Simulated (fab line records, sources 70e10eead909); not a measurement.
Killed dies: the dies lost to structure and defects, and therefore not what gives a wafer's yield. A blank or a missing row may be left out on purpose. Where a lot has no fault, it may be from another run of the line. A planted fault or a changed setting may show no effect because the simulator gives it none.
Which tool is to blame?	flow nand harc	Sampling: 24 lots, 72 wafers, 6 of 1302 route steps

== WHAT THE GAUGES READ, wafer by wafer ==
The record lacks any reading of a measuring or inspecting step that a usual standard deviation could be used to judge.

== WHAT TOOL EACH LOT RAN ON (gives the tool, then ch and the chambers of the sampled wafers, and finally the start) ==
lot	NHARC_A_STAIRCASE_TRIM_16	NHARC_A_STAIRCASE_ETCH_19	NHARC_A_STAIRCASE_ETCH_21	NHARC_A_STAIRCASE_TRIM_187	NHARC_A_STAIRCASE_TRIM_189	NHARC_A_STAIRCASE_ETCH_192
L074	rie diel-05 ch 0,1,2, day 15 20:15 or earlier	rie diel-05 ch 0,1, day 15 20:15 or earlier	rie diel-12 ch 1,2, day 15 20:15 or earlier	rie diel-05 ch 0,1, day 15 20:15	rie diel-05 ch 0,1,2, no start	rie diel-05 ch 1,2, no start
L075	rie diel-12 ch 0,1, day 15 20:42 or earlier	rie diel-12 ch 0,1, day 15 20:42 or earlier	rie diel-05 ch 0,1, day 15 20:42 or earlier	rie diel-09 ch 0,1,3, day 15 20:42	rie diel-09 ch 0,2,3, no start	rie diel-09 ch 1,2, no start
L076	rie diel-05 ch 0,1,2, day 16 19:03 or earlier	rie diel-05 ch 0,2,3, day 16 19:03 or earlier	rie diel-12 ch 0,1,3, day 16 19:03 or earlier	rie diel-05 ch 1,2,3, day 16 19:03	rie diel-05 ch 0,1,2, no start	rie diel-05 ch 0,2,3, no start
L078	rie diel-09 ch 0,1, day 17 05:53 or earlier	rie diel-09 ch 2,3, day 17 05:53 or earlier	rie diel-05 ch 0,2,3, day 17 05:53 or earlier	rie diel-09 ch 0,2, day 17 05:53	rie diel-09 ch 0,3, no start	rie diel-09 ch 0,2,3, no start
L077	rie diel-09 ch 1,2,3, day 17 12:02 or earlier	rie diel-09 ch 1,2,3, day 17 12:02 or earlier	rie diel-09 ch 1,2, day 17 12:02 or earlier	rie diel-12 ch 1,2,3, day 17 12:02	rie diel-12 ch 1,2,3, no start	rie diel-12 ch 0,1,3, no start
L079	rie diel-12 ch 0,2,3, day 18 04:14 or earlier	rie diel-12 ch 0,1,2, day 18 04:14 or earlier	rie diel-09 ch 1,2,3, day 18 04:14 or earlier	rie diel-12 ch 1,2,3, day 18 04:14	rie diel-12 ch 0,2,3, no start	rie diel-12 ch 0,1,3, no start
L080	rie diel-12 ch 0,1,3, day 18 04:25 or earlier	rie diel-12 ch 0,1,3, day 18 04:25 or earlier	rie diel-09 ch 1,3, day 18 04:25 or earlier	rie diel-09 ch 2,3, day 18 04:25	rie diel-09 ch 0,2, no start	rie diel-09 ch 0,1,3, no start
L081	rie diel-12 ch 0,1,2, day 18 15:50 or earlier	rie diel-12 ch 1,2,3, day 18 15:50 or earlier	rie diel-09 ch 1,2,3, day 18 15:50 or earlier	rie diel-05 ch 0,1,3, day 18 15:50	rie diel-05 ch 1,2,3, no start	rie diel-05 ch 0,1,3, no start
L082	rie diel-12 ch 0,1, day 18 23:55 or earlier	rie diel-12 ch 0,1, day 18 23:55 or earlier	rie diel-12 ch 1,2,3, day 18 23:55 or earlier	rie diel-12 ch 0,1,2, day 18 23:55	rie diel-12 ch 0,1,2, no start	rie diel-12 ch 0,2,3, no start
L083	rie diel-05 ch 0,1, day 19 13:31 or earlier	rie diel-05 ch 0,1,2, day 19 13:31 or earlier	rie diel-05 ch 0,1,3, day 19 13:31 or earlier	rie diel-12 ch 1,2,3, day 19 13:31	rie diel-12 ch 2,3, no start	rie diel-12 ch 0,1, no start
L085	rie diel-05 ch 1,2,3, day 20 03:19 or earlier	rie diel-05 ch 1,2,3, day 20 03:19 or earlier	rie diel-09 ch 0,2, day 20 03:19 or earlier	rie diel-05 ch 0,2, day 20 03:19	rie diel-05 ch 0,1, no start	rie diel-05 ch 0,2, no start
L084	rie diel-05 ch 0,1,2, day 20 03:25 or earlier	rie diel-05 ch 1,2,3, day 20 03:25 or earlier	rie diel-12 ch 0,2,3, day 20 03:25 or earlier	rie diel-05 ch 0,1,3, day 20 03:25	rie diel-05 ch 0,1,3, no start	rie diel-05 ch 0,1,2, no start
L086	rie diel-12 ch 2,3, day 21 07:16 or earlier	rie diel-12 ch 2,3, day 21 07:16 or earlier	rie diel-05 ch 1,3, day 21 07:16 or earlier	rie diel-12 ch 0,3, day 21 07:16	rie diel-12 ch 0,2,3, no start	rie diel-12 ch 1,2, no start
L087	rie diel-12 ch 1,2,3, day 22 06:38 or earlier	rie diel-12 ch 0,2, day 22 06:38 or earlier	rie diel-12 ch 0,1,2, day 22 06:38 or earlier	rie diel-09 ch 2,3, day 22 06:38	rie diel-09 ch 1,2,3, no start	rie diel-09 ch 0,1,3, no start
L089	rie diel-09 ch 1,2,3, day 22 07:24 or earlier	rie diel-09 ch 0,1,2, day 22 07:24 or earlier	rie diel-05 ch 0,1,2, day 22 07:24 or earlier	rie diel-05 ch 0,2,3, day 22 07:24	rie diel-05 ch 1,2,3, no start	rie diel-05 ch 0,1,3, no start
L088	rie diel-09 ch 0,1,2, day 22 08:02 or earlier	rie diel-09 ch 0,1,3, day 22 08:02 or earlier	rie diel-09 ch 1,2,3, day 22 08:02 or earlier	rie diel-09 ch 1,2,3, day 22 08:02	rie diel-09 ch 0,2,3, no start	rie diel-09 ch 1,2,3, no start
L090	rie diel-12 ch 0,2,3, day 22 23:13 or earlier	rie diel-12 ch 1,2, day 22 23:13 or earlier	rie diel-12 ch 0,2,3, day 22 23:13 or earlier	rie diel-12 ch 0,1, day 22 23:13	rie diel-12 ch 0,2,3, no start	rie diel-12 ch 0,2,3, no start
L091	rie diel-12 ch 0,1, day 22 23:24 or earlier	rie diel-12 ch 2,3, day 22 23:24 or earlier	rie diel-12 ch 0,1,2, day 22 23:24 or earlier	rie diel-09 ch 1,2, day 22 23:24	rie diel-09 ch 2,3, no start	rie diel-09 ch 0,1,2, no start
L092	rie diel-05 ch 1,2,3, day 23 15:10 or earlier	rie diel-05 ch 0,2,3, day 23 15:10 or earlier	rie diel-09 ch 0,1,3, day 23 15:10 or earlier	rie diel-12 ch 1,2, day 23 15:10	rie diel-12 ch 1,2,3, no start	rie diel-12 ch 2,3, no start
L093	rie diel-09 ch 1,2, day 23 19:02 or earlier	rie diel-09 ch 0,2, day 23 19:02 or earlier	rie diel-05 ch 0,1,3, day 23 19:02 or earlier	rie diel-05 ch 2,3, day 23 19:02	rie diel-05 ch 0,1,2, no start	rie diel-05 ch 0,3, no start
L094	rie diel-12 ch 2,3, day 24 01:14 or earlier	rie diel-12 ch 2,3, day 24 01:14 or earlier	rie diel-12 ch 1,3, day 24 01:14 or earlier	rie diel-09 ch 0,1,3, day 24 01:14	rie diel-09 ch 0,2,3, no start	rie diel-09 ch 1,2,3, no start
L096	rie diel-09 ch 0,2,3, day 24 20:28 or earlier	rie diel-09 ch 0,2, day 24 20:28 or earlier	rie diel-09 ch 0,1, day 24 20:28 or earlier	rie diel-12 ch 0,1,2, day 24 20:28	rie diel-12 ch 1,3, no start	rie diel-12 ch 1,2, no start
L095	rie diel-05 ch 0,1,3, day 25 03:29 or earlier	rie diel-05 ch 2,3, day 25 03:29 or earlier	rie diel-12 ch 0,2,3, day 25 03:29 or earlier	rie diel-05 ch 0,1, day 25 03:29	rie diel-05 ch 0,3, no start	rie diel-05 ch 0,1,3, no start
L097	rie diel-05 ch 0,1,3, day 25 22:37 or earlier	rie diel-05 ch 0,2,3, day 25 22:37 or earlier	rie diel-09 ch 2,3, day 25 22:37 or earlier	rie diel-09 ch 1,3, day 25 22:37	rie diel-09 ch 0,1, no start	rie diel-09 ch 1,2,3, no start
- NHARC_A_STAIRCASE_TRIM_16: chemistry O2, time 211.2 s.
- NHARC_A_STAIRCASE_ETCH_19: etches the open film in C4F8/O2, target depth 100 nm, time 40.5 s.
- NHARC_A_STAIRCASE_ETCH_21: etches the open film in C4F8/O2, target depth 100 nm, time 40.5 s.
- NHARC_A_STAIRCASE_TRIM_187: chemistry O2, time 211.2 s.
- NHARC_A_STAIRCASE_TRIM_189: chemistry O2, time 211.2 s.
- NHARC_A_STAIRCASE_ETCH_192: etches the open film in C4F8/O2, target depth 100 nm, time 40.5 s.

== AS READ BY THE TOOLS THEMSELVES (means over the sampled wafers that have a number; for cases with no such wafer, the mark the record gives instead) ==
NHARC_A_STAIRCASE_TRIM_16. Usual: drypump motor current A 5.7 A, standard deviation 0.49; oes product au 1.004 a.u., standard deviation 0.013; rf vpp V 57.9 V, standard deviation 0.93; showerhead plenum p Torr 3.56 Torr, standard deviation 0.16; throttle valve pct 17.036 %, standard deviation 0.0095.
lot	tool	drypump motor current A (A)	oes product au (a.u.)	rf vpp V (V)	showerhead plenum p Torr (Torr)	throttle valve pct (%)	flag
L074	rie diel-05	5.8	1.007	57.1	3.49	17.040	
L075	rie diel-12	5.8	1.000	58.5	3.76	17.048	
L076	rie diel-05	5.8	1.007	57.6	3.49	17.041	
L078	rie diel-09	6.1	1.006	57.5	3.61	17.026	
L077	rie diel-09	6.1	0.998	57.8	3.68	17.036	
L079	rie diel-12	5.6	1.014	57.9	3.56	17.033	
L080	rie diel-12	5.5	1.014	58.0	3.62	17.029	
L081	rie diel-12	5.7	1.002	57.8	3.70	17.037	
L082	rie diel-12	5.5	1.011	59.4	3.76	17.036	
L083	rie diel-05	5.4	1.000	57.4	3.51	17.036	
L085	rie diel-05	5.8	1.002	57.8	3.41	17.039	
L084	rie diel-05	5.8	1.007	57.1	3.47	17.033	
L086	rie diel-12	5.5	1.008	57.4	3.51	17.043	
L087	rie diel-12	5.3	1.017	58.1	3.56	17.036	
L089	rie diel-09	6.0	0.996	58.3	3.66	17.042	
L088	rie diel-09	6.1	1.001	58.8	3.60	17.032	
L090	rie diel-12	5.6	0.999	58.0	3.54	17.037	
L091	rie diel-12	5.8	1.007	58.9	3.73	17.038	
L092	rie diel-05	5.8	1.000	56.7	3.40	17.037	
L093	rie diel-09	6.2	0.993	58.4	3.71	17.040	
L094	rie diel-12	5.5	1.009	57.9	3.49	17.035	
L096	rie diel-09	6.0	1.004	58.4	3.53	17.038	
L095	rie diel-05	5.3	0.998	57.4	3.42	17.038	
L097	rie diel-05	5.3	1.003	57.3	3.42	17.041	

NHARC_A_STAIRCASE_ETCH_19. Usual: oes product au 0.942 a.u., standard deviation 0.014; rf vpp V 897 V, standard deviation 5.7.
lot	tool	oes product au (a.u.)	rf vpp V (V)	flag
L074	rie diel-05	0.937	896	
L075	rie diel-12	0.954	906	
L076	rie diel-05	0.935	894	
L078	rie diel-09	0.935	899	
L077	rie diel-09	0.935	901	
L079	rie diel-12	0.942	903	
L080	rie diel-12	0.943	900	
L081	rie diel-12	0.951	898	
L082	rie diel-12	0.951	904	
L083	rie diel-05	0.948	895	
L085	rie diel-05	0.919	893	
L084	rie diel-05	0.933	893	
L086	rie diel-12	0.939	892	
L087	rie diel-12	0.928	900	
L089	rie diel-09	0.938	899	
L088	rie diel-09	0.939	896	
L090	rie diel-12	0.945	900	
L091	rie diel-12	0.942	893	
L092	rie diel-05	0.936	894	
L093	rie diel-09	0.948	899	
L094	rie diel-12	0.952	895	
L096	rie diel-09	0.955	894	
L095	rie diel-05	0.952	890	
L097	rie diel-05	0.954	893	

NHARC_A_STAIRCASE_ETCH_21. Usual: oes product au 0.955 a.u., standard deviation 0.019; rf vpp V 897 V, standard deviation 5.7.
lot	tool	oes product au (a.u.)	rf vpp V (V)	flag
L074	rie diel-12	0.975	902	
L075	rie diel-05	0.946	893	
L076	rie diel-12	0.979	900	
L078	rie diel-05	0.923	895	
L077	rie diel-09	0.935	904	
L079	rie diel-09	0.941	902	
L080	rie diel-09	0.945	901	
L081	rie diel-09	0.965	901	
L082	rie diel-12	0.965	898	
L083	rie diel-05	0.948	893	
L085	rie diel-09	0.929	894	
L084	rie diel-12	0.975	896	
L086	rie diel-05	0.958	891	
L087	rie diel-12	0.949	900	
L089	rie diel-05	0.968	894	
L088	rie diel-09	0.936	902	
L090	rie diel-12	0.950	897	
L091	rie diel-12	0.943	901	
L092	rie diel-09	0.954	895	
L093	rie diel-05	0.972	892	
L094	rie diel-12	0.955	899	
L096	rie diel-09	0.952	897	
L095	rie diel-12	0.979	896	
L097	rie diel-09	0.963	900	

NHARC_A_STAIRCASE_TRIM_187. Usual: drypump motor current A 5.7 A, standard deviation 0.48; oes product au 1.005 a.u., standard deviation 0.013; rf vpp V 57.9 V, standard deviation 0.76; showerhead plenum p Torr 3.56 Torr, standard deviation 0.15; throttle valve pct 17.037 %, standard deviation 0.0095.
lot	tool	drypump motor current A (A)	oes product au (a.u.)	rf vpp V (V)	showerhead plenum p Torr (Torr)	throttle valve pct (%)	flag
L074	rie diel-05	5.3	1.007	57.8	3.46	17.041	
L075	rie diel-09	6.0	1.008	57.9	3.56	17.041	
L076	rie diel-05	5.8	0.995	57.6	3.42	17.039	
L078	rie diel-09	6.1	0.993	58.1	3.63	17.037	
L077	rie diel-12	5.3	1.016	57.7	3.58	17.034	
L079	rie diel-12	5.3	1.019	57.9	3.58	17.037	
L080	rie diel-09	6.0	0.991	58.0	3.69	17.034	
L081	rie diel-05	5.3	0.998	58.1	3.45	17.036	
L082	rie diel-12	5.6	1.008	58.5	3.70	17.034	
L083	rie diel-12	5.3	1.018	58.7	3.57	17.041	
L085	rie diel-05	5.8	1.013	57.7	3.54	17.028	
L084	rie diel-05	5.3	0.999	57.3	3.44	17.033	
L086	rie diel-12	5.8	1.008	57.4	3.59	17.019	
L087	rie diel-09	5.9	0.989	57.7	3.61	17.042	
L089	rie diel-05	5.8	1.009	58.6	3.47	17.039	
L088	rie diel-09	6.0	0.994	57.3	3.66	17.042	
L090	rie diel-12	5.8	1.009	57.9	3.73	17.041	
L091	rie diel-09	6.1	0.990	57.5	3.73	17.038	
L092	rie diel-12	5.5	1.011	57.5	3.64	17.037	
L093	rie diel-05	5.8	1.006	57.0	3.40	17.040	
L094	rie diel-09	6.0	0.998	57.8	3.52	17.036	
L096	rie diel-12	5.6	1.011	58.7	3.67	17.032	
L095	rie diel-05	5.4	1.000	58.4	3.48	17.041	
L097	rie diel-09	6.0	0.991	57.9	3.63	17.033	

NHARC_A_STAIRCASE_TRIM_189. Usual: drypump motor current A 5.7 A, standard deviation 0.48; oes product au 1.003 a.u., standard deviation 0.013; rf vpp V 57.7 V, standard deviation 0.84; showerhead plenum p Torr 3.54 Torr, standard deviation 0.15; throttle valve pct 17.037 %, standard deviation 0.0094.
lot	tool	drypump motor current A (A)	oes product au (a.u.)	rf vpp V (V)	showerhead plenum p Torr (Torr)	throttle valve pct (%)	flag
L074	rie diel-05	5.8	1.008	57.4	3.49	17.029	
L075	rie diel-09	6.0	1.003	58.0	3.57	17.040	
L076	rie diel-05	5.8	0.995	57.7	3.49	17.036	
L078	rie diel-09	5.8	1.002	57.7	3.50	17.033	
L077	rie diel-12	5.3	1.016	58.5	3.58	17.036	
L079	rie diel-12	5.6	1.011	57.9	3.56	17.043	
L080	rie diel-09	6.0	0.992	57.1	3.50	17.041	
L081	rie diel-05	5.7	1.001	57.5	3.42	17.044	
L082	rie diel-12	5.6	1.014	58.0	3.70	17.034	
L083	rie diel-12	5.5	1.013	58.1	3.51	17.034	
L085	rie diel-05	5.4	1.005	58.0	3.50	17.039	
L084	rie diel-05	5.3	0.994	57.1	3.44	17.038	
L086	rie diel-12	5.6	1.004	58.0	3.55	17.031	
L087	rie diel-09	6.1	0.995	58.6	3.66	17.038	
L089	rie diel-05	5.8	0.990	57.3	3.40	17.032	
L088	rie diel-09	6.0	0.999	57.0	3.54	17.027	
L090	rie diel-12	5.6	1.011	58.3	3.54	17.034	
L091	rie diel-09	6.0	0.993	58.1	3.67	17.039	
L092	rie diel-12	5.3	1.004	57.3	3.56	17.027	
L093	rie diel-05	5.8	1.008	57.3	3.46	17.044	
L094	rie diel-09	6.0	0.999	57.9	3.53	17.036	
L096	rie diel-12	5.1	1.010	57.7	3.47	17.026	
L095	rie diel-05	5.3	1.008	57.9	3.42	17.045	
L097	rie diel-09	6.1	0.998	58.8	3.56	17.046	

NHARC_A_STAIRCASE_ETCH_192. Usual: oes product au 0.947 a.u., standard deviation 0.013; rf vpp V 897 V, standard deviation 5.7.
lot	tool	oes product au (a.u.)	rf vpp V (V)	flag
L074	rie diel-05	0.957	892	
L075	rie diel-09	0.926	905	
L076	rie diel-05	0.947	894	
L078	rie diel-09	0.944	897	
L077	rie diel-12	0.954	899	
L079	rie diel-12	0.940	900	
L080	rie diel-09	0.956	897	
L081	rie diel-05	0.949	893	
L082	rie diel-12	0.950	897	
L083	rie diel-12	0.955	903	
L085	rie diel-05	0.951	897	
L084	rie diel-05	0.941	894	
L086	rie diel-12	0.954	900	
L087	rie diel-09	0.949	896	
L089	rie diel-05	0.952	893	
L088	rie diel-09	0.930	901	
L090	rie diel-12	0.942	896	
L091	rie diel-09	0.942	898	
L092	rie diel-12	0.956	895	
L093	rie diel-05	0.946	893	
L094	rie diel-09	0.935	901	
L096	rie diel-12	0.948	900	
L095	rie diel-05	0.938	891	
L097	rie diel-09	0.933	900	

== THE ANSWER, worked out from the rows above alone ==
Rule: lot off if the mean of its wafers having a number is beyond 3 standard deviations from the usual mean. Also off: a lot with no number at a reading for which 4 or more lots have one. All remaining lots with rows at the step are treated as sound. First the gauges in route order, then the tools' own readings, where a lot's mean is used as printed above. At the first step where some lot is off, the reading lying furthest off is the one used; lots without a number count as furthest.
Nothing can be told from this: no lot is off at any reading shown.

== WHAT THE SIMULATOR PUT IN ==
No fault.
